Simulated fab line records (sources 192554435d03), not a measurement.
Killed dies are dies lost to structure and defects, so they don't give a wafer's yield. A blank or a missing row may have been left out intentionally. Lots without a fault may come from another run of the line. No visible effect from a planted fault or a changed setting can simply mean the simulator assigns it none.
fab line records	flow n5_finfet
record: lots: 7	wafers: 18	last_day: 17
route steps=1938 shown STI_FIN_REVEAL@184 PASSIVATION@1936
lots untouched by any fault: they come from a run of this same line in which no faults occurred
start_h: hours from the record's opening day to when the first of the lot's shown wafers began	wait_h: hours from the lot's prior step to this one	" unchanged from the row above	L1.1+2: one row covering several wafers at once	- either no value or no given start	* or withheld: withheld	< > ~ a bound
route shown NAME@n: NAME is a module with steps in the file, n the number in the route of the first one	usual: average and standard deviation across the fault-free wafers	same: alike in all rows	chamber/n: place in a boat	sites: readings site by site	_std_site: how widely they spread, as a standard deviation	_edge_site: mean of outer sites minus mean of inner sites	radius_mm: for every site, how far away it sits from the centre of the wafer	mask NAME#n: copy n	behind: tool/chamber where the wafer was last shaped	hold: why the lot went on hold/how many hours it stayed there/how the hold came to an end	device: whichever transistor did not switch (one of n, p or np)	end of line: tests run on the same wafers once the route is complete	for a step that has no rows: nothing shown but its recipe	killed: dies that structure and defects cost at the first sort, which is not the same as the wafer's yield	map: per-die view of a wafer (x killed, . not killed, _ where there is no die)
set.NAME: the setting as run; set.NAME@STEP: as run at that earlier step	model.NAME: the simulator's own value behind a step, which no gauge read
lots at some steps of the route; a table a step, a row a wafer
services: when a tool's chamber went out of use (start_h, in hours from the record's first day, below 0 if earlier), for how many hours, and the reason
== steps ==
step: N5_STI_FIN_REVEAL_ALD_14
recipe: material: Si3N4	target_thk_a: 30	temp_c: 400	ald_precursor_family: SiH2I2	ald_co_reactant: N2/H2-plasma	pressure_torr: 2
usual: heater_power_w: 854/71
lot.wafer	tool	chamber	start_h	wait_h	heater_power_w
L773.1	ald_sin-04	2	39.61	0.0	750
L773.3	"	3	"	"	903
L773.4	"	1	"	"	876
L775.2	ald_sin-03	1	52.52	0.0	929
L775.4	"	0	"	"	896
L784.5	ald_sin-04	1	109.92	0.1	825
L784.6	"	2	"	"	687
L786.2	ald_sin-03	2	117.98	0.0	714
L786.3	"	3	"	"	844
L786.5	"	0	"	"	916
L788.4	ald_sin-04	2	131.06	0.0	696
L788.5	"	2	"	"	692
L791.3	ald_sin-04	2	148.04	0.0	703
L791.4	"	0	"	"	917
L791.6	"	1	"	"	845
L792.3	ald_sin-04	1	154.39	0.0	834
L792.4	"	2	"	"	704
L792.6	"	1	"	"	839
step: N5_STI_FIN_REVEAL_FCVD_FILL_01
recipe: material: SiO2_flowable	target_thk_a: 3120	temp_c: 100	pressure_torr: 0.8	rf_w: 2000	time_s: 512.2
step: N5_STI_FIN_REVEAL_DENSIFY_02
recipe: temp_c: 650	ambient: steam	time_s: 1800	idle_temp_c: 400	densification_p_h2o_torr: 640
step: N5_STI_FIN_REVEAL_CMP_04
recipe: stop_on: Si3N4	t_overpolish_s: 4	down_force_psi: 2	platen_rpm: 54.18	post_cmp_clean: alkaline_brush	pad_velocity_m_s: 1.078	target_thk_nm: 131.83
step: N5_STI_FIN_REVEAL_THK_MEAS_05
usual: thk_nm: 131.6/1.6
lot.wafer	tool	chamber	start_h	wait_h	thk_nm
L773.1	film_metro-01	-	44.96	-	132.2
L773.3	"	-	"	"	131.3
L773.4	"	-	"	"	132.3
L775.2	film_metro-02	-	57.85	-	130.5
L775.4	"	-	"	"	128.8
L784.5	film_metro-01	-	115.17	-	131.0
L784.6	"	-	"	"	129.6
L786.2	film_metro-01	-	123.31	-	135.4
L786.3	"	-	"	"	130.1
L786.5	"	-	"	"	134.2
L788.4	film_metro-01	-	136.39	-	131.3
L788.5	"	-	"	"	131.3
L791.3	film_metro-02	-	153.39	-	130.8
L791.4	"	-	"	"	131.7
L791.6	"	-	"	"	130.2
L792.3	film_metro-01	-	159.73	-	132.3
L792.4	"	-	"	"	131.7
L792.6	"	-	"	"	130.8
step: N5_STI_FIN_REVEAL_DENSIFY_30
recipe: temp_c: *	time_s: *	ambient: N2	idle_temp_c: 600	ramp_up_c_per_s: 150	ramp_down_c_per_s: 60	cool_to_c: 600
step: N5_STI_FIN_REVEAL_ETCHBACK_08
recipe: chemistry: C4F6/O2	target: SiO2	target_depth_a: 305	time_s: 10.167	ion_energy_ev: 250	pressure_mtorr: 30	source_w: 345	bias_w: 185	Ar_flow_sccm: 300	C4F6_flow_sccm: 10	O2_flow_sccm: 10
usual: drypump_motor_current_A: 5.9/0.49	oes_product_au: 0.80/0.082	rf_vpp_V: 671/14	showerhead_plenum_p_Torr: 2.92/0.089	throttle_valve_pct: 21.1/0.32
same: time_s: 10.167
lot.wafer	tool	chamber	start_h	wait_h	drypump_motor_current_A	oes_product_au	rf_hours_counter_h	rf_vpp_V	showerhead_plenum_p_Torr	throttle_valve_pct
L773.1	rie_diel-06	2	45.49	0.4	5.9	0.69	217	665	2.83	21.2
L773.3	"	0	"	"	6.3	0.76	153	705	2.98	21.4
L773.4	"	3	"	"	5.0	0.78	133	672	2.96	21.0
L775.2	rie_diel-05	0	58.14	0.2	6.2	0.70	245	648	2.68	21.1
L775.4	"	1	"	"	5.8	0.79	104	672	3.00	21.7
L784.5	rie_diel-05	3	115.42	0.1	5.9	0.73	-	664	2.92	20.7
L784.6	"	0	"	"	6.2	0.94	-	661	3.01	20.7
L786.2	rie_diel-06	0	123.55	0.2	6.3	0.74	180	704	2.96	21.5
L786.3	"	1	"	"	6.5	0.90	28	654	3.02	21.1
L786.5	"	0	"	"	6.4	0.75	-	704	2.96	21.5
L788.4	rie_diel-05	3	136.65	0.1	5.9	0.72	-	666	2.92	20.7
L788.5	"	0	"	"	6.2	0.91	-	661	3.01	20.7
L791.3	rie_diel-06	0	153.63	0.1	6.3	0.73	192	703	2.96	21.5
L791.4	"	0	"	"	6.3	0.74	-	704	2.96	21.5
L791.6	"	3	"	"	5.0	0.75	-	672	2.94	21.0
L792.3	rie_diel-04	2	160.15	0.3	6.3	0.83	81	665	3.00	21.2
L792.4	"	0	"	"	5.0	0.87	44	663	2.79	21.4
L792.6	"	2	"	"	6.3	0.83	-	663	3.00	21.2
step: N5_STI_FIN_REVEAL_STRIP_24
recipe: chemistry: N2/H2	time_s: 90	power_w: 100	temp_c: 40	pressure_mtorr: 100	rf_frequency_hz: 6e+07	bias_power_w: 3	n2_flow_sccm: 300	h2_flow_sccm: 300
step: N5_STI_FIN_REVEAL_PRECLEAN_25
recipe: chemistry: SPM	time_s: 90	temp_c: 120	mix: 4:1
step: N5_STI_FIN_REVEAL_PRECLEAN_26
recipe: chemistry: SC1	time_s: 45	temp_c: 46	mix: 1:2:100
step: N5_STI_FIN_REVEAL_PRECLEAN_29
recipe: chemistry: DHF	time_s: 30	temp_c: 25	dilution: 300:1
step: N5_STI_FIN_REVEAL_SRD_12
recipe: time_s: 30	temp_c: 23	rinse_liquid: diw	dry: ipa_marangoni
step: N5_STI_FIN_REVEAL_RECESS_09
recipe: chemistry: HF/NH3	target: SiO2	afs_cycles: 11	target_depth_a: 425	temp_c: 30	sublimation_temp_c: 180	sublimation_time_s: 60
usual: drypump_motor_current_A: 6.15/0.24
lot.wafer	tool	chamber	start_h	wait_h	drypump_motor_current_A
L773.1	vapor_etch-01	0	45.74	0.0	5.91
L773.3	"	1	"	"	5.86
L773.4	"	0	"	"	5.90
L775.2	vapor_etch-02	1	58.39	0.0	6.28
L775.4	"	1	"	"	6.27
L784.5	vapor_etch-01	1	116.71	1.1	5.90
L784.6	"	0	"	"	5.92
L786.2	vapor_etch-01	0	123.80	0.0	5.91
L786.3	"	0	"	"	5.92
L786.5	"	1	"	"	5.87
L788.4	vapor_etch-01	1	137.41	0.6	5.85
L788.5	"	1	"	"	5.90
L791.3	vapor_etch-02	1	154.41	0.6	6.28
L791.4	"	0	"	"	6.47
L791.6	"	1	"	"	6.32
L792.3	vapor_etch-02	0	160.93	0.6	6.46
L792.4	"	1	"	"	6.27
L792.6	"	1	"	"	6.29
step: N5_STI_FIN_REVEAL_STRIP_16
recipe: chemistry: H3PO4	material: SiNx	temp_c: 165	target_depth_a: 238	overetch_fraction: 0.4964	dry: ipa_marangoni
step: N5_STI_FIN_REVEAL_PRECLEAN_17
recipe: chemistry: NF3:NH3	afs_cycles: 1	temp_c: 30	time_s: 20	sublimation_temp_c: 180	sublimation_time_s: 60	pressure_torr: 3	rf_power_w: 30
step: N5_STI_FIN_REVEAL_ETCH_34
recipe: chemistry: H2	mode: isotropic	material: Si	target: Si	target_depth_a: 9.7	temp_c: 20	pressure_mtorr: 4.5	icp_w: 300	bias_w: 0	h2_flow_sccm: 7.5	he_flow_sccm: 142.5
usual: drypump_motor_current_A: 5.9/0.39	oes_product_au: 0.995/0.016	throttle_valve_pct: 25.9/0.59
lot.wafer	tool	chamber	start_h	wait_h	drypump_motor_current_A	oes_product_au	rf_hours_counter_h	throttle_valve_pct
L773.1	rie_si-01	3	47.83	0.2	6.2	1.003	75	27.0
L773.3	"	1	"	"	6.0	1.004	77	25.6
L773.4	"	0	"	"	5.5	1.011	86	25.8
L775.2	rie_si-01	1	60.49	0.1	5.9	1.007	77	25.5
L775.4	"	0	"	"	5.6	1.010	86	25.9
L784.5	rie_si-01	0	117.76	0.1	5.5	1.009	-	25.9
L784.6	"	1	"	"	6.0	1.006	-	25.6
L786.2	rie_si-01	2	125.89	0.1	5.6	0.976	6	25.5
L786.3	"	1	"	"	6.0	1.009	79	25.6
L786.5	"	2	"	"	5.6	0.966	-	25.5
L788.4	rie_si-01	1	138.97	0.1	6.0	1.008	79	25.6
L788.5	"	2	"	"	5.6	0.977	-	25.5
L791.3	rie_si-02	3	156.03	0.1	6.8	0.968	42	25.1
L791.4	"	2	"	"	6.2	1.019	3	25.9
L791.6	"	3	"	"	6.8	0.972	-	25.1
L792.3	rie_si-02	3	162.55	0.1	6.8	0.982	42	25.1
L792.4	"	1	"	"	5.5	0.986	41	26.4
L792.6	"	0	"	"	6.2	1.012	-	26.0
step: N5_STI_FIN_REVEAL_OXIDATION_31
recipe: chemistry: O2_PLASMA_REMOTE	temp_c: 150	time_s: 20	pressure_mtorr: 1000	source_power_w: 2000	o2_flow_sccm: 3000
usual: drypump_motor_current_A: 5.58/0.26	heater_power_w: 153/14	temp_c_max: 150.64/0.28
same: time_s: 20
lot.wafer	tool	chamber	start_h	wait_h	drypump_motor_current_A	heater_power_w	rf_hours_counter_h	temp_c_max
L773.1	plasma_asher-02	0	47.89	0.0	5.23	131	85	151.03
L773.3	"	0	"	"	5.23	131	-	150.78
L773.4	"	1	"	"	5.78	151	-	150.52
L775.2	plasma_asher-01	1	60.55	0.0	5.54	167	33	150.41
L775.4	"	1	"	"	5.53	172	-	150.81
L784.5	plasma_asher-02	1	117.85	0.1	5.78	158	-	150.57
L784.6	"	0	"	"	5.20	129	-	150.90
L786.2	plasma_asher-02	1	125.95	0.0	5.78	156	101	150.48
L786.3	"	0	"	"	5.18	132	-	150.75
L786.5	"	1	"	"	5.81	159	-	150.65
L788.4	plasma_asher-02	0	139.19	0.2	5.20	131	-	150.40
L788.5	"	0	"	"	5.21	130	-	150.67
L791.3	plasma_asher-02	0	156.11	0.1	5.20	133	-	150.49
L791.4	"	1	"	"	5.78	162	-	150.65
L791.6	"	1	"	"	5.79	160	-	150.44
L792.3	plasma_asher-02	0	162.64	0.1	5.19	133	-	150.73
L792.4	"	1	"	"	5.77	161	-	150.57
L792.6	"	0	"	"	5.20	133	-	150.67
step: N5_STI_FIN_REVEAL_PRECLEAN_32
recipe: chemistry: NF3:NH3	afs_cycles: 1	temp_c: 30	time_s: 20	sublimation_temp_c: 180	sublimation_time_s: 60	pressure_torr: 3	rf_power_w: 30
step: N5_STI_FIN_REVEAL_STRIP_35
recipe: chemistry: H3PO4	material: Si3N4	temp_c: 165	target_depth_a: 40	time_s: 39
step: N5_STI_FIN_REVEAL_SRD_21
recipe: dry: ipa_marangoni	time_s: 30	temp_c: 23	rinse_liquid: diw
step: N5_STI_FIN_REVEAL_OXIDATION_33
recipe: chemistry: O2_PLASMA_REMOTE	temp_c: 150	time_s: 20	pressure_mtorr: 1000	source_power_w: 2000	o2_flow_sccm: 3000
usual: drypump_motor_current_A: 5.62/0.23	heater_power_w: 157/13	temp_c_max: 150.65/0.26
same: time_s: 20
lot.wafer	tool	chamber	start_h	wait_h	drypump_motor_current_A	heater_power_w	rf_hours_counter_h	temp_c_max
L773.1	plasma_asher-01	1	48.24	0.0	5.52	167	31	150.58
L773.3	"	0	"	"	5.86	162	-	150.32
L773.4	"	1	"	"	5.52	172	-	150.86
L775.2	plasma_asher-01	1	60.90	0.0	5.56	172	33	151.11
L775.4	"	1	"	"	5.55	166	-	151.31
L784.5	plasma_asher-02	0	118.20	0.1	5.23	133	-	150.37
L784.6	"	1	"	"	5.78	159	-	150.50
L786.2	plasma_asher-02	0	126.31	0.0	5.19	130	101	150.72
L786.3	"	1	"	"	5.79	155	-	150.56
L786.5	"	0	"	"	5.19	134	-	150.87
L788.4	plasma_asher-01	0	139.54	0.0	5.85	160	-	150.41
L788.5	"	0	"	"	5.84	164	-	150.39
L791.3	plasma_asher-01	0	156.46	0.1	5.83	164	-	150.69
L791.4	"	1	"	"	5.54	164	-	150.93
L791.6	"	1	"	"	5.55	165	-	150.79
L792.3	plasma_asher-02	0	162.99	0.0	5.22	133	-	150.70
L792.4	"	1	"	"	5.78	155	-	150.39
L792.6	"	0	"	"	5.25	127	-	150.66
step: N5_STI_FIN_REVEAL_CLEAN_19
recipe: chemistry: O3/DIW	temp_c: 25	time_s: 120	o3_ppm: 10
step: N5_STI_FIN_REVEAL_SRD_23
recipe: dry: ipa_marangoni	time_s: 30	temp_c: 23	rinse_liquid: diw
step: N5_STI_FIN_REVEAL_CD_MEAS_22
recipe: target_cd_nm: 6.238	pitch_nm: 28	polarity: line
usual: cd_nm: 6.2/0.33
lot.wafer	tool	chamber	start_h	wait_h	cd_nm
L773.1	cd_sem-02	-	48.40	0.0	6.7
L773.3	"	-	"	"	5.4
L773.4	"	-	"	"	6.7
L775.2	cd_sem-03	-	61.06	0.0	5.9
L775.4	"	-	"	"	5.9
L784.5	cd_sem-03	-	118.33	0.0	6.1
L784.6	"	-	"	"	6.4
L786.2	cd_sem-01	-	126.48	0.0	6.5
L786.3	"	-	"	"	6.3
L786.5	"	-	"	"	6.5
L788.4	cd_sem-02	-	139.69	0.0	6.4
L788.5	"	-	"	"	6.0
L791.3	cd_sem-01	-	156.61	0.0	5.7
L791.4	"	-	"	"	5.9
L791.6	"	-	"	"	5.7
L792.3	cd_sem-03	-	163.13	0.0	5.3
L792.4	"	-	"	"	6.1
L792.6	"	-	"	"	6.0
step: N5_STI_FIN_REVEAL_FIN_H_MEAS_10
usual: trench_depth_nm: 52.3/0.78
lot.wafer	tool	chamber	start_h	wait_h	trench_depth_nm
L773.1	ocd-01	-	48.44	0.0	51.7
L773.3	"	-	"	"	51.4
L773.4	"	-	"	"	52.7
L775.2	ocd-01	-	61.09	0.0	51.1
L775.4	"	-	"	"	52.1
L784.5	ocd-02	-	118.36	0.0	42.2
L784.6	"	-	"	"	52.0
L786.2	ocd-02	-	126.51	0.0	52.6
L786.3	"	-	"	"	53.6
L786.5	"	-	"	"	43.7
L788.4	ocd-02	-	139.72	0.0	42.0
L788.5	"	-	"	"	42.2
L791.3	ocd-01	-	156.64	0.0	51.8
L791.4	"	-	"	"	52.2
L791.6	"	-	"	"	51.9
L792.3	ocd-01	-	163.16	0.0	53.5
L792.4	"	-	"	"	52.4
L792.6	"	-	"	"	52.9
step: N5_STI_FIN_REVEAL_PRECLEAN_18
recipe: chemistry: SC2	time_s: 45	temp_c: 35	mix: 1:1:50
step: N5_PASSIVATION_PROBE_49
usual: killed_at_M0_to_M3: 33/9.9	killed_at_M4_up: 15/5.6	killed_at_contacts: 13/5.7	killed_at_front_end: 38/12	killed_at_other: 4/3.1	killed_dies: 103/17	killed_open: 66/13	killed_short: 32/7.8
same: gross_dies: 1180	killed_at_back_side: 0
lot.wafer	tool	chamber	start_h	wait_h	killed_at_M0_to_M3	killed_at_M4_up	killed_at_contacts	killed_at_front_end	killed_at_other	killed_dies	killed_open	killed_short
L773.1	prober-02	-	299.44	0.0	49	16	13	37	2	117	74	40
L773.3	prober-02	-	299.54	0.1	36	10	6	31	2	85	63	21
L773.4	prober-02	-	299.59	0.2	41	18	11	33	3	106	73	33
L784.5	prober-02	-	371.79	0.2	24	12	21	48	2	107	73	32
L784.6	prober-02	-	371.84	0.3	32	17	26	42	3	120	77	41
killed by level:class
L773.1 FIN_SAQP:geometric_particle:short=15 BEOL_M0_SAQP:geometric_particle:open=13 MOL_CONTACT_COAG:geometric_particle:open=12 BEOL_M0_SAQP:geometric_particle:short=10 BEOL_M2:geometric_particle:open=7 BEOL_M3:geometric_particle:open=7 BEOL_M1:geometric_particle:open=5 BEOL_M4:geometric_particle:open=5
L773.3 BEOL_M2:geometric_particle:open=10 BEOL_M3:geometric_particle:open=9 BEOL_M1:geometric_particle:open=7 STI_FIN_REVEAL:geometric_particle:open=5 BEOL_M4:geometric_particle:open=5 FIN_SAQP:geometric_particle:open=4 DUMMY_GATE:geometric_particle:open=4 ILD0:geometric_particle:short=4
L773.4 BEOL_M0_SAQP:geometric_particle:open=11 FIN_SAQP:geometric_particle:short=10 BEOL_M5:geometric_particle:open=10 MOL_CONTACT_COAG:geometric_particle:open=9 BEOL_M2:geometric_particle:open=8 DUMMY_GATE:geometric_particle:open=7 BEOL_M1:geometric_particle:open=7 FIN_SAQP:geometric_particle:open=4
L784.5 STI_FIN_REVEAL:geometric_particle:open=15 MOL_CONTACT_COAG:geometric_particle:open=15 FIN_SAQP:geometric_particle:open=10 BEOL_M0_SAQP:geometric_particle:open=8 FIN_SAQP:geometric_particle:short=7 BEOL_M0_SAQP:geometric_particle:short=7 STARTING-WAFER:geometric_particle:short=6 MOL_CONTACT_COAG:geometric_particle:short=5
L784.6 MOL_CONTACT_COAG:geometric_particle:open=21 BEOL_M0_SAQP:geometric_particle:open=12 BEOL_M0_SAQP:geometric_particle:short=9 FIN_SAQP:geometric_particle:open=6 BEOL_M4:geometric_particle:open=6 FIN_SAQP:geometric_particle:short=5 STI_FIN_REVEAL:geometric_particle:open=5 GATE_CUT:geometric_particle:short=5
== services ==
tool	chamber	start_h	hours	kind
plasma_asher-01	-	23.69	1.1	repair
rie_diel-06	1	26.36	-	clean
rie_diel-06	1	26.36	-	consumable_replace:focus_ring
ald_sin-04	3	27.50	4.4	repair
rie_diel-05	-	47.62	0.7	repair
rie_diel-06	2	59.96	2.2	repair
vapor_etch-02	0	60.08	22.2	repair
rie_diel-04	1	65.80	6.9	repair
vapor_etch-01	-	80.07	0.1	repair
rie_si-01	0	83.12	11.9	repair
ald_sin-04	-	87.26	14.0	pm
ald_sin-04	0	87.26	14.0	vent_cycle
ald_sin-04	1	87.26	14.0	vent_cycle
ald_sin-04	2	87.26	14.0	vent_cycle
ald_sin-04	3	87.26	14.0	vent_cycle
rie_si-02	3	93.25	2.0	repair
ald_sin-03	-	95.80	0.5	repair
ald_sin-04	0	101.26	-	clean
ald_sin-04	1	101.26	-	clean
ald_sin-04	2	101.26	-	clean
ald_sin-04	3	101.26	-	clean
rie_diel-05	2	133.03	8.9	repair
rie_diel-04	-	137.93	0.3	repair
ald_sin-03	3	142.01	13.5	repair
== key ==
first_sign: step: N5_STI_FIN_REVEAL_FIN_H_MEAS_10	reading: trench_depth_nm	direction: down	sigmas: 12	usual: 52.3	struck: 42.5
effect none on later readings
met_at N5_STI_FIN_REVEAL_RECESS_09
struck_wafers L784.5,L786.5,L788.4,L788.5
tester_left_out L784,L786,L788
onset_between 45.74 116.71
fault: kind: process_parameter_drift	tool: vapor_etch-01	chamber: -	onset_h: 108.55	steps: N5_STI_FIN_REVEAL_RECESS_09	channel: target_depth_a	offset: -96.331	shape: step	end_h: 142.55	scope: struck_wafers_only	acts_in: these_recipes_only	stated: 425
tester_left_out: of these lots the tester's yield and bins aren't shown, on N5 and GAA mostly nor the transistor test; their killed dies are dies lost to structure and defects alone, not to doping, threshold or leakage, so they don't give the yield
